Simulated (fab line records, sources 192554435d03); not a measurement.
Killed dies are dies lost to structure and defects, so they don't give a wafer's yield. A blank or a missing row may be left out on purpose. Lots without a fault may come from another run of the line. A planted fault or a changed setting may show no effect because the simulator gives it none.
fab line records | flow n5_finfet
record lots=3 wafers=9 last_day=18
route steps=1938 shown MOL_CONTACT_COAG@624 BEOL_M0_SAQP@632 BEOL_M4@1111 PASSIVATION@1936
lots that met no fault: from a run of the same line without faults
start_h: hours from the record's first day to the start of the lot's first wafer shown | wait_h: hours since the lot's step before | " the same as in the row above | L1.1+2: a row that stands for several wafers | - no value, or no start given | * or withheld: withheld | < > ~ a bound
route shown NAME@n: a module of which the file shows steps, and the number in the route of the first | usual: mean/standard deviation of fault-free wafers | same: alike in all rows | chamber/n: place in a boat | sites: the reading at each site | _std_site: their standard deviation | _edge_site: outer sites' mean less inner sites' | radius_mm: how far each site lies from the wafer's centre | mask NAME#n: copy n | behind: the tool/chamber that last shaped the wafer | hold: why the lot was held/for how many hours/how that ended | device: the transistor (n, p or np) that didn't switch | end of line: the same wafers' tests at the end of the route | a step without rows: its recipe alone | killed: dies lost to structure and defects at the first sort, not the wafer's yield | map: a wafer's dies, x killed, . not, _ none there
set.NAME: the setting as run; set.NAME@STEP: as run at that earlier step | model.NAME: the simulator's own value behind a step, which no gauge read
lots at some steps of the route; a table a step, a row a wafer
services: from which hour (start_h, from the record's first day; less than 0 if before it) a tool's chamber was out of use, for how many hours, and why
## steps
# step N5_MOL_CONTACT_COAG_CVD_140
# recipe material=W target_thk_a=665 mode=selective_fill temp_c=300 time_s=215
# step N5_MOL_CONTACT_COAG_PRECLEAN_127
# recipe chemistry=DIW time_s=57.5 temp_c=23
# step N5_MOL_CONTACT_COAG_SRD_128
# recipe dry_time_s=32 dry=n2_spin spin_rpm=1500
# step N5_MOL_CONTACT_COAG_CMP_52
# recipe stop_on=SiO2 t_overpolish_s=1.5 post_cmp_clean=w_dilute_nh4oh down_force_psi=4 platen_rpm=50.289 pad_velocity_m_s=1.0006 target_thk_nm=66.5
# step N5_MOL_CONTACT_COAG_ANNEAL_112
# recipe temp_c=400 time_s=1800 ambient=HPD2 pressure_atm=10
# step N5_BEOL_M0_SAQP_PECVD_00
# recipe material=SiCN target_thk_a=80 temp_c=withheld precursor=3MS/NH3 pressure_torr=3 rf_w=202 time_s=14
# step N5_BEOL_M0_SAQP_ILD_DEP_01
# recipe material=SiOC target_thk_a=454.19 temp_c=350 precursor=DEMS/O2 pressure_torr=5 rf_w=500 time_s=8.7
# step N5_BEOL_M0_SAQP_HM_DEP_02
# recipe material=TiN target_thk_a=120 temp_c=25 chamber_pressure_pa=0.49996
# step N5_BEOL_M0_SAQP_PECVD_03
# recipe material=SiCN target_thk_a=120 temp_c=withheld precursor=3MS/NH3 pressure_torr=3 rf_w=202 time_s=21.1
# step N5_BEOL_M0_SAQP_PECVD_96
# recipe material=a-Si target_thk_a=450 temp_c=350 precursor=SiH4/He pressure_torr=3 rf_w=100 time_s=45.2
# usual heater_power_w=649/58 rf_fwd_power_W=99.1/0.42 showerhead_plenum_p_Torr=5.65/0.053 showerhead_vpp_V=607/32 throttle_valve_pct=18.2/0.96
# same time_s=45.2
# columns lot.wafer tool chamber start_h wait_h heater_power_w rf_fwd_power_W showerhead_plenum_p_Torr showerhead_vpp_V throttle_valve_pct
L434.3 pecvd-02 1 146.34 0.0 664 98.8 5.65 612 19.2
L434.4 " 1 " " 682 98.6 5.66 604 18.9
L434.6 " 2 " " 684 98.7 5.64 622 17.6
L446.2 pecvd-02 2 213.01 0.0 718 99.1 5.64 606 17.8
L446.3 " 1 " " 727 98.7 5.64 605 18.7
L446.5 " 0 " " 575 99.2 5.78 615 18.2
L451.1 pecvd-04 2 246.40 0.0 673 98.0 5.58 586 16.7
L451.2 " 1 " " 567 99.7 5.62 591 17.5
L451.5 " 2 " " 639 98.5 5.60 578 16.7
# step N5_BEOL_M0_SAQP_PECVD_97
# recipe material=SiNx target_thk_a=230 temp_c=350 precursor=SiH4/NH3/N2 pressure_torr=1.5 rf_w=300 time_s=19.9
# step N5_BEOL_M0_SAQP_PECVD_04
# recipe material=a-Si target_thk_a=600 temp_c=350 precursor=SiH4/He pressure_torr=3 rf_w=100 time_s=60.2
# step N5_BEOL_M0_SAQP_HM_DEP_111
# recipe material=SiO2 target_thk_a=120 temp_c=400 precursor=SiH4/N2O pressure_torr=0.75 rf_w=275 time_s=7.2
# step N5_BEOL_M0_SAQP_COAT_81
# recipe resist=SOC temp_c=250 time_s=60 spin_rpm=1500 resist_thk_nm=100
# step N5_BEOL_M0_SAQP_COAT_82
# recipe resist=SiARC temp_c=220 time_s=60 spin_rpm=1500 resist_thk_nm=30
# step N5_BEOL_M0_SAQP_COAT_08
# recipe resist=CAR-ArF spin_rpm=1500 resist_thk_nm=90
# step N5_BEOL_M0_SAQP_EBR_10
# recipe solvent=PGMEA ebr_width_mm=1.5
# step N5_BEOL_M0_SAQP_SOFTBAKE_09
# recipe temp_c=110 time_s=60 resist=CAR-ArF
# step N5_BEOL_M0_SAQP_EXPOSE_11
# recipe mask_id=M0_CORE na=1.35 source_shape=dipole sigma_inner=0.538 sigma_outer=0.738 polarization=te target_cd_nm=42 dose_mj=55
# step N5_BEOL_M0_SAQP_PEB_12
# recipe peb_temp_c=withheld peb_time_s=60 resist=CAR-ArF
# step N5_BEOL_M0_SAQP_DEVELOP_13
# recipe develop_time_s=30 developer=TMAH resist=CAR-ArF dev_temp_c=23 rinse_liquid=diw dry=air_spin
# step N5_BEOL_M0_SAQP_DESCUM_19
# recipe chemistry=O2 time_s=7.9 source_power_w=50 bias_power_w=20 pressure_mtorr=20 rf_frequency_hz=2.712e+07 temp_c=40 resist=CAR-ArF o2_flow_sccm=225
# step N5_BEOL_M0_SAQP_ETCH_83
# recipe chemistry=CF4 target=SiARC target_depth_a=390 mask_material=CAR-ArF time_s=65 ion_energy_ev=80 pressure_mtorr=40 source_w=545 bias_w=36 Ar_flow_sccm=100 cf4_flow_sccm=100 ends=cleared
# step N5_BEOL_M0_SAQP_ETCH_84
# recipe chemistry=N2/H2 target=SOC target_depth_a=1000 overetch_a=200 mask_material=SiARC temp_c=40 time_s=150 ion_energy_ev=200 pressure_mtorr=30 source_w=840 bias_w=150 n2_flow_sccm=200 h2_flow_sccm=200
# step N5_BEOL_M0_SAQP_STRIP_80
# recipe chemistry=N2/H2 temp_c=40 n2_flow_sccm=200 h2_flow_sccm=200 rf_frequency_hz=6e+07
# step N5_BEOL_M0_SAQP_HM_OPEN_112
# recipe chemistry=CHF3/O2 target=SiO2 stop_on=a-Si target_depth_a=120 over_etch_frac=1.25 mask_material=SOC time_s=13.5 pressure_mtorr=30 source_w=650 bias_w=170 Ar_flow_sccm=200 CHF3_flow_sccm=50 O2_flow_sccm=5 ion_energy_ev=200 ends=end_point
# step N5_BEOL_M0_SAQP_STRIP_113
# recipe chemistry=CHF3/O2 resist=SiARC rf_frequency_hz=6e+07
# step N5_BEOL_M0_SAQP_MANDREL_ETCH_20
# recipe target_depth_a=600 chemistry=HBr/Cl2 target=a-Si stop_on=SiNx bt_time_s=10 mask_material=SOC over_etch_frac=0.5 time_s=30 pressure_mtorr=10 icp_w=800 bias_w=75 HBr_flow_sccm=150 Cl2_flow_sccm=80 ends=end_point
# step N5_BEOL_M0_SAQP_STRIP_86
# recipe chemistry=N2/H2 power_w=500 temp_c=40 pressure_mtorr=50 rf_frequency_hz=6e+07 overash_fraction=0.3 bias_power_w=28 h2_frac=0.5 n2_flow_sccm=300 h2_flow_sccm=300
# step N5_BEOL_M0_SAQP_STRIP_115
# recipe chemistry=post_etch_residue_remover time_s=60 temp_c=25 remover_ph=withheld remover_water_wt_pct=withheld remover_fluoride_wt_pct=withheld
# step N5_BEOL_M0_SAQP_SRD_93
# recipe dry=ipa_marangoni time_s=30 temp_c=23 rinse_liquid=diw
# step N5_BEOL_M0_SAQP_RECESS_114
# recipe chemistry=HF/NH3 target=SiO2 target_depth_a=144 afs_cycles=3 temp_c=30 sublimation_temp_c=180 sublimation_time_s=60
# step N5_BEOL_M0_SAQP_SPACER1_ALD_98
# recipe material=SiO2 target_thk_a=128 temp_c=300 ald_precursor_family=BDEAS ald_co_reactant=O2-plasma pulse_time_s=1 purge_time_s=2 co_reactant_purge_time_s=2 ald_cycles=138 pressure_torr=2
# step N5_BEOL_M0_SAQP_SPACER1_ETCHBACK_99
# recipe chemistry=CHF3/O2 mode=anisotropic_etchback target=SiO2 target_depth_a=154 time_s=7.7 pressure_mtorr=30 source_w=650 bias_w=170 Ar_flow_sccm=200 CHF3_flow_sccm=50 O2_flow_sccm=5 ion_energy_ev=200
# step N5_BEOL_M0_SAQP_MANDREL1_REMOVE_100
# recipe chemistry=HBr/Cl2/O2 bt_time_s=10 target=a-Si stop_on=SiNx endpoint=OES-SiCl over_etch_frac=0.85 icp_w=600 bias_w=30 HBr_flow_sccm=150 Cl2_flow_sccm=80 O2_flow_sccm=5 pressure_mtorr=10
# step N5_BEOL_M0_SAQP_MANDREL_ETCH_103
# recipe chemistry=HBr/Cl2 target=a-Si target_depth_a=450 bt_time_s=10 stop_on=SiCN mask_material=SiO2 over_etch_frac=0.8 time_s=27 pressure_mtorr=10 icp_w=800 bias_w=75 HBr_flow_sccm=150 Cl2_flow_sccm=80 ends=end_point
# usual bias_w=75.00/0.22 drypump_motor_current_A=5.7/0.43 mfc_cl2_sccm=80.01/0.23 oes_product_au=0.680/0.013 rf_fwd_power_W=794/3.2 throttle_valve_pct=35.6/0.47
# columns lot.wafer tool chamber start_h wait_h bias_w drypump_motor_current_A mfc_cl2_sccm oes_product_au rf_fwd_power_W rf_hours_counter_h throttle_valve_pct
L434.3 rie_si-06 1 150.86 0.0 74.67 6.0 79.98 0.668 794 130 34.8
L434.4 " 0 " " 74.86 5.2 79.94 0.686 792 103 35.4
L434.6 " 3 " " 74.82 5.9 80.37 0.701 794 - 35.2
L446.2 rie_si-06 3 216.31 0.0 75.02 5.9 79.90 0.687 795 22 35.2
L446.3 " 0 " " 75.18 5.2 80.06 0.628 794 105 35.5
L446.5 " 1 " " 74.69 5.9 79.88 0.682 795 - 34.8
L451.1 rie_si-01 0 248.78 0.0 74.77 5.2 79.74 0.659 794 99 35.1
L451.2 " 3 " " 75.36 5.2 79.44 0.659 799 134 35.5
L451.5 " 2 " " 74.77 5.0 80.00 0.697 797 - 35.3
# step N5_BEOL_M4_RC_MEAS_101
# usual DIBL_N=37.0/2.3 DIBL_P=37.3/2.8 IOFF_N=0.17/0.046 IOFF_P=0.23/0.054 ION_N=675/14 ION_P=460/9.3 SS_N=71.7/0.73 SS_P=73.6/0.95 VT_N=249/3.9 VT_P=-250/3.9
# columns lot.wafer tool chamber start_h wait_h DIBL_N[mV/V] DIBL_P[mV/V] IOFF_N[nA/um] IOFF_P[nA/um] ION_N[uA/um] ION_P[uA/um] SS_N[mV/dec] SS_P[mV/dec] VT_N[mV] VT_P[mV]
L434.3 prober-02 0 200.49 0.3 36.3 37.5 0.15 0.20 673 459 72.3 72.8 251 -253
L434.4 " 0 " " 35.3 36.8 0.14 0.20 679 465 71.1 73.3 251 -253
L434.6 " 0 " " 35.1 36.4 0.14 0.18 672 454 71.8 73.1 252 -255
L446.2 prober-01 0 286.86 0.2 32.4 33.9 0.12 0.14 668 449 72.0 71.9 252 -257
L446.3 " 0 " " 31.7 34.1 0.11 0.15 659 455 70.6 72.5 255 -256
L446.5 " 0 " " 33.6 35.0 0.13 0.16 662 448 71.6 73.5 253 -254
L451.1 prober-01 0 317.82 0.0 38.0 41.1 0.18 0.23 674 454 72.3 74.7 250 -254
L451.2 " 0 " " 38.0 40.4 0.19 0.21 681 459 72.0 73.8 250 -251
L451.5 " 0 " " 37.7 39.3 0.19 0.20 666 449 72.0 74.9 249 -256
# step N5_PASSIVATION_PROBE_49
# usual defect_limited_yield=91.5/1.3 killed_at_M0_to_M3=36/10 killed_at_M4_up=13/4.7 killed_at_contacts=13/6.7 killed_at_front_end=37/9.7 killed_at_other=2.6/2.3 killed_dies=101/15 killed_open=67/12 killed_short=32/6.7 sort_bin_5_function=5.0/0.89 sort_bin_6_memory=3.2/0.63 sort_n_pass=1079/16 sort_yield_pct=91.4/1.4
# same gross_dies=1180 killed_at_back_side=0 sort_bin_4_leakage[%]=0 sort_bin_8_speed[%]=0
# columns lot.wafer tool chamber start_h wait_h defect_limited_yield[%] killed_at_M0_to_M3 killed_at_M4_up killed_at_contacts killed_at_front_end killed_at_other killed_dies killed_open killed_short sort_bin_5_function[%] sort_bin_6_memory[%] sort_n_pass sort_yield_pct[%]
L434.3 prober-02 - 309.52 0.1 91.4 35 10 16 37 3 101 71 29 5.5 2.9 1079 91.4
L434.4 prober-02 - 309.57 0.2 90.6 26 16 14 52 3 111 64 45 6.1 2.8 1069 90.6
L434.6 prober-02 - 309.67 0.3 92.0 37 12 14 29 2 94 58 34 4.6 3.1 1086 92.0
L446.2 prober-02 - 402.43 0.1 92.6 21 15 4 42 5 87 46 32 3.9 2.8 1093 92.6
L446.3 prober-02 - 402.48 0.1 93.0 21 16 5 40 1 83 59 23 4.1 2.9 1097 93.0
L446.5 prober-02 - 402.58 0.2 89.3 38 22 2 64 0 126 84 40 7.1 3.2 1054 89.3
L451.1 prober-02 - 437.77 0.9 90.3 53 17 11 32 1 114 80 34 5.7 3.6 1066 90.3
L451.2 prober-02 - 437.82 1.0 90.2 61 7 11 35 2 116 86 28 5.3 4.5 1064 90.2
L451.5 prober-02 - 437.97 1.1 89.4 50 19 21 34 1 125 84 40 6.6 3.4 1055 89.4
# killed by level:class
L434.3 MOL_CONTACT_COAG:geometric_particle:open=11 FIN_SAQP:geometric_particle:open=8 BEOL_M1:geometric_particle:open=8 BEOL_M3:geometric_particle:open=8 STARTING-WAFER:geometric_particle:open=7 DUMMY_GATE:geometric_particle:open=6 MOL_CONTACT_COAG:geometric_particle:short=5 FIN_SAQP:geometric_particle:short=4
L434.4 MOL_CONTACT_COAG:geometric_particle:open=12 FIN_SAQP:geometric_particle:short=11 BEOL_M4:geometric_particle:open=8 FIN_SAQP:geometric_particle:open=7 STI_FIN_REVEAL:geometric_particle:open=7 DUMMY_GATE:geometric_particle:open=7 BEOL_M3:geometric_particle:open=7 ILD0:geometric_particle:short=5
L434.6 BEOL_M1:geometric_particle:open=13 MOL_CONTACT_COAG:geometric_particle:open=11 BEOL_M0_SAQP:geometric_particle:short=8 BEOL_M0_SAQP:geometric_particle:open=7 BEOL_M3:geometric_particle:open=5 FIN_SAQP:geometric_particle:open=4 FIN_SAQP:geometric_particle:short=4 GATE_CUT:geometric_particle:short=4
L446.2 FIN_SAQP:geometric_particle:open=9 DUMMY_GATE:geometric_particle:open=7 FIN_SAQP:geometric_particle:short=6 DUMMY_GATE:geometric_particle:short=5 HKMG_FIN:area_etch=5 BEOL_M3:geometric_particle:open=4 BEOL_M0:geometric_particle:open=3 BEOL_M0_SAQP:geometric_particle:short=3
L446.3 STI_FIN_REVEAL:geometric_particle:open=13 BEOL_M4:geometric_particle:open=9 FIN_SAQP:geometric_particle:open=5 GATE_CUT:geometric_particle:short=5 MOL_CONTACT_COAG:geometric_particle:open=4 BEOL_M1:geometric_particle:open=4 FIN_SAQP:geometric_particle:short=3 DUMMY_GATE:geometric_particle:open=3
L446.5 FIN_SAQP:geometric_particle:open=24 FIN_SAQP:geometric_particle:short=14 BEOL_M0_SAQP:geometric_particle:open=12 BEOL_M0_SAQP:geometric_particle:short=7 BEOL_M4:geometric_particle:open=7 DUMMY_GATE:geometric_particle:open=5 BEOL_M1:geometric_particle:open=5 BEOL_M2:geometric_particle:open=5
L451.1 BEOL_M3:geometric_particle:open=11 MOL_CONTACT_COAG:geometric_particle:open=9 BEOL_M1:geometric_particle:open=8 BEOL_M2:geometric_particle:open=8 BEOL_M0_SAQP:geometric_particle:open=7 BEOL_M1:geometric_particle:short=6 STARTING-WAFER:geometric_particle:open=6 FIN_SAQP:geometric_particle:open=5
L451.2 BEOL_M0_SAQP:geometric_particle:open=17 BEOL_M2:geometric_particle:open=16 STI_FIN_REVEAL:geometric_particle:open=12 MOL_CONTACT_COAG:geometric_particle:open=10 BEOL_M3:geometric_particle:open=10 BEOL_M0_SAQP:geometric_particle:short=9 FIN_SAQP:geometric_particle:open=4 FIN_SAQP:geometric_particle:short=4
L451.5 MOL_CONTACT_COAG:geometric_particle:open=17 FIN_SAQP:geometric_particle:open=12 BEOL_M0_SAQP:geometric_particle:open=11 BEOL_M0_SAQP:geometric_particle:short=11 BEOL_M1:geometric_particle:open=7 BEOL_M2:geometric_particle:open=6 BEOL_M3:geometric_particle:open=6 FIN_SAQP:geometric_particle:short=5
## services
# columns tool chamber start_h hours kind
rie_si-01 1 133.49 2.0 repair
rie_si-01 3 161.33 11.2 repair
pecvd-04 1 166.93 6.9 repair
pecvd-02 1 168.31 - calibration
pecvd-04 0 168.48 16.4 repair
rie_si-06 - 171.15 0.3 repair
rie_si-01 2 188.42 3.4 repair
pecvd-04 2 195.91 3.0 repair
pecvd-02 1 200.13 5.5 scheduled_down
pecvd-04 - 201.22 6.0 pm
pecvd-04 - 207.59 1.6 repair
## key
first_sign step=N5_BEOL_M0_SAQP_MANDREL_ETCH_103 reading=oes_product_au direction=down sigmas=3.9 usual=0.680 struck=0.628
effect none on later readings
met_at N5_BEOL_M0_SAQP_PECVD_96
struck_wafers L446.3
onset_between 146.34 213.01
fault kind=site_profile_drift tool=pecvd-02 chamber=1 onset_h=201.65 steps=N5_BEOL_M0_SAQP_PECVD_96 basis=fraction max_abs_drift=0.25633 slope_share_per_hr=56.963 site_pattern=0,0,0,0,0,-1,-1,-1,-1
